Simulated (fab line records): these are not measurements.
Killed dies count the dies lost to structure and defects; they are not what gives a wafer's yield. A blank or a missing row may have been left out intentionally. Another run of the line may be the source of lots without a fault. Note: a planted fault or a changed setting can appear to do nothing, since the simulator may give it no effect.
What tool caused it? | flow nandHarc | 10 lots, 30 wafers sampled, at 4 steps of a route of 1302

## WHAT THE GAUGES SHOWED, per wafer
NHARC_A_CONTACT_INSPECT_71.
lot  | measured     | on               | rawDefectCount
L114 | day 22 05:55 | defectInspect-02 | 67 63 67
L113 | day 22 09:02 | defectInspect-01 | 15 23 23
L117 | day 24 12:43 | defectInspect-01 | 144 127 135
L119 | day 24 22:55 | defectInspect-02 | 779 799 817 782 804 804
L122 | day 26 00:16 | defectInspect-02 | 799 729 717 794 720 703
L133 | day 29 18:35 | defectInspect-02 | 145 121 130
L132 | day 29 21:45 | defectInspect-02 | 34 30 36
L134 | day 31 05:05 | defectInspect-01 | 108 112 101
L135 | day 31 06:22 | defectInspect-01 | 18 16 14
L136 | day 31 14:47 | defectInspect-02 | 54 55 56

## EACH LOT AND THE TOOL THAT RAN IT (in order: tool; ch and the chambers of the sampled wafers; start)
lot  | NHARC_A_CONTACT_ETCH_96                      | NHARC_A_CONTACT_ETCH_102          | NHARC_A_CONTACT_DEP_58
L114 | rieDiel-06 ch 0,1,2, day 22 00:34 or earlier | rieDiel-06 ch 0,1, day 22 00:34   | pecvd-04 ch 0,2, day 22 05:05
L113 | rieDiel-06 ch 0,1,2, day 22 02:39 or earlier | rieDiel-06 ch 1,2,3, day 22 02:39 | pecvd-04 ch 0,1,2, day 22 08:22
L117 | rieDiel-01 ch 1,3, day 24 01:25              | rieDiel-06 ch 0,1,3, day 24 01:49 | pecvd-02 ch 1,2, day 24 11:53
L119 | rieDiel-01 ch 1,2, day 24 15:51 or earlier   | rieDiel-06 ch 1,3, day 24 15:51   | pecvd-04 ch 1,2, day 24 22:04
L122 | rieDiel-06 ch 0,1, day 25 19:20 or earlier   | rieDiel-06 ch 0,1, day 25 19:20   | pecvd-04 ch 1,2, day 25 23:32
L133 | rieDiel-01 ch 0,1,2, day 29 13:57 or earlier | rieDiel-06 ch 0,2,3, day 29 13:57 | pecvd-04 ch 0,2, day 29 17:55
L132 | rieDiel-06 ch 0,2, day 29 16:59 or earlier   | rieDiel-06 ch 0,3, day 29 16:59   | pecvd-04 ch 0,1, day 29 20:58
L134 | rieDiel-01 ch 0,1, day 30 23:31 or earlier   | rieDiel-01 ch 0,1, day 30 23:31   | pecvd-04 ch 1,2, day 31 04:14
L135 | rieDiel-06 ch 1,3, day 31 00:22 or earlier   | rieDiel-06 ch 0,2,3, day 31 00:22 | pecvd-04 ch 1,2, day 31 05:25
L136 | rieDiel-13 ch 0,1,3, day 31 10:10 or earlier | rieDiel-06 ch 0,3, day 31 10:10   | pecvd-04 ch 0,2, day 31 14:04
- NHARC_A_CONTACT_ETCH_96: etches the open film in C4F6/O2, target depth 20 nm, time 10 s.
- NHARC_A_CONTACT_ETCH_102: etches the open film in CF4/O2, target depth 100 nm, overetch 10 nm, time 55 s.
- NHARC_A_CONTACT_DEP_58: deposits SiON, target thk 90 nm.

## THE ANSWER, worked out from the rows above alone
Rule: the usual values come from the lots themselves. The widest of any qualifying gaps counts: lots, ordered by their means at a reading, are off when they make up no more than a third of the lots, leave a main group of 4 or more, and stand apart from it by 3 or more times the standard deviation of that group's means. A main group is skipped when, at the precision printed for the reading in the tables above, its means are all equal. A lot without any number at a reading at which 4 lots or more have one is off too. All remaining lots with rows at the step are treated as sound.
Off at NHARC_A_CONTACT_INSPECT_71 (rawDefectCount): L119, L122. The main group has a mean of 71 with a standard deviation of 45.
A tool fits if, at a process step before that reading, it ran every lot that is off, and no sound lot after the first of them. Those tools and the gauges at NHARC_A_CONTACT_INSPECT_71 are tried in the same way. NHARC_A_CONTACT_ETCH_96: start missing for some lots; hours and lot order therefore follow NHARC_A_CONTACT_ETCH_102. Not one of the candidates tried fits.

## WHAT THE SIMULATOR HAD PUT IN
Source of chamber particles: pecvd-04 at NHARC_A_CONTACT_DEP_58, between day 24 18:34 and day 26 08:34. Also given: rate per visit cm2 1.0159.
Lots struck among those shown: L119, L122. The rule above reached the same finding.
